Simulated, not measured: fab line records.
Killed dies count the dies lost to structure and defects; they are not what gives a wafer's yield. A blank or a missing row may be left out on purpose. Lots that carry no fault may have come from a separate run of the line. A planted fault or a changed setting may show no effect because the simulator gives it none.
Split-lot study | flow n5_finfet | 21 wafers read across 7 lots, on a route 1938 steps long

## THE SPLIT ITSELF
At N5_BEOL_M3_COAT_76 (time 60 s, resist thk 5 nm), the setting spin_rpm was moved away from the recipe's 1500 rpm on 8 of the 21 wafers read, by -7.9% to +9.1%. The other wafers ran this setting at the recipe's value.

## THE PATH FROM SPLIT TO READING: the file shows 1 step between them
- N5_BEOL_M3_DESCUM_33: chemistry O2, time 7 s (also split here: time_s)

## THE READING
etch.depth_nm (the simulator's own value, which no gauge read), in nm, at N5_BEOL_M3_ETCH_77 (etches underlayer in N2/H2, target depth 6.5 nm, time 5.2 s). There is no usual value for it anywhere in the file. The 13 wafers here that ran the recipe average 5.001 nm, standard deviation 0.013 nm.

wafer  | tool, chamber at the split | spin_rpm as run, rpm | against the recipe | etch.depth_nm, nm | against lot-mates on the recipe
L078.1 | litho_track-01, 0          | 1500                 | recipe             | 4.981             | -
L078.3 | litho_track-01, 0          | 1500                 | recipe             | 4.994             | -
L078.5 | litho_track-01, 0          | 1604                 | +6.9%              | 4.809             | -0.178
L079.2 | litho_track-05, 0          | 1500                 | recipe             | 5.016             | -
L079.5 | litho_track-05, 0          | 1500                 | recipe             | 5.016             | -
L079.6 | litho_track-05, 0          | 1382                 | -7.9%              | 5.216             | +0.200
L081.3 | litho_track-02, 0          | 1430                 | -4.7%              | 5.105             | +0.112
L081.4 | litho_track-02, 0          | 1430                 | -4.7%              | 5.111             | +0.118
L081.6 | litho_track-02, 0          | 1500                 | recipe             | 4.993             | -
L083.1 | litho_track-01, 0          | 1636                 | +9.1%              | 4.804             | -0.211
L083.2 | litho_track-01, 0          | 1636                 | +9.1%              | 4.792             | -0.223
L083.4 | litho_track-01, 0          | 1500                 | recipe             | 5.015             | -
L086.2 | litho_track-02, 0          | 1500                 | recipe             | 4.996             | -
L086.4 | litho_track-02, 0          | 1500                 | recipe             | 5.005             | -
L086.6 | litho_track-02, 0          | 1450                 | -3.3%              | 5.107             | +0.106
L089.2 | litho_track-02, 0          | 1500                 | recipe             | 4.982             | -
L089.4 | litho_track-02, 0          | 1500                 | recipe             | 4.988             | -
L089.5 | litho_track-02, 0          | 1500                 | recipe             | 4.997             | -
L091.1 | litho_track-05, 0          | 1548                 | +3.2%              | 4.94              | -0.074
L091.2 | litho_track-05, 0          | 1500                 | recipe             | 5.009             | -
L091.4 | litho_track-05, 0          | 1500                 | recipe             | 5.018             | -

THE FIT
A straight line over all 21 wafers: etch.depth_nm changes by -0.0244 nm for each +1% of spin_rpm; r = -0.99; the points scatter about the line by 0.016 nm.
The same after taking each lot's own level away (the mean of its wafers on the recipe; 21 wafers): -0.0248 nm for each +1%; r = -1.00; scatter 0.0075 nm.
The reading moves by 0.23 nm for the largest change in spin_rpm, on that fit.
Measured against the standard deviation above, the lots' own levels, which go from 4.9875 to 5.0160 nm, span 2.2 times it.
So the lot-to-lot level changes the slope little: the two slopes agree.
Check: with one of the wafers moved furthest among these (+9.1%) left out of the fit, the line predicts -0.228 nm for it against its lot-mates. Against them it came out at -0.211 nm.

## THE OTHER SPLITS THESE WAFERS WENT THROUGH
These wafers also went through other splits before the reading. Each is held against what the fit with the lots' levels taken away leaves over:
other split on the same wafers            | wafers away from the commonest value | r with etch.depth_nm (lot level and that fit taken away)
N5_BEOL_M0_TRENCH_ETCH_107 target_depth_a | 8                                    | -0.16
N5_BEOL_M0_ETCH_109 bias_w                | 9                                    | -0.60
N5_BEOL_M2_VIA_ETCH_34 time_s             | 7                                    | -0.22
N5_BEOL_M2_TRENCH_ETCH_37 bias_w          | 4                                    | +0.06
N5_BEOL_M3_ETCH_64 time_s                 | 5                                    | -0.25
N5_BEOL_M3_DESCUM_33 time_s               | 5                                    | +0.46

## FILE'S OWN FIT
etch.depth_nm changes by -0.025 nm for each +1% of spin_rpm, r = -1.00.
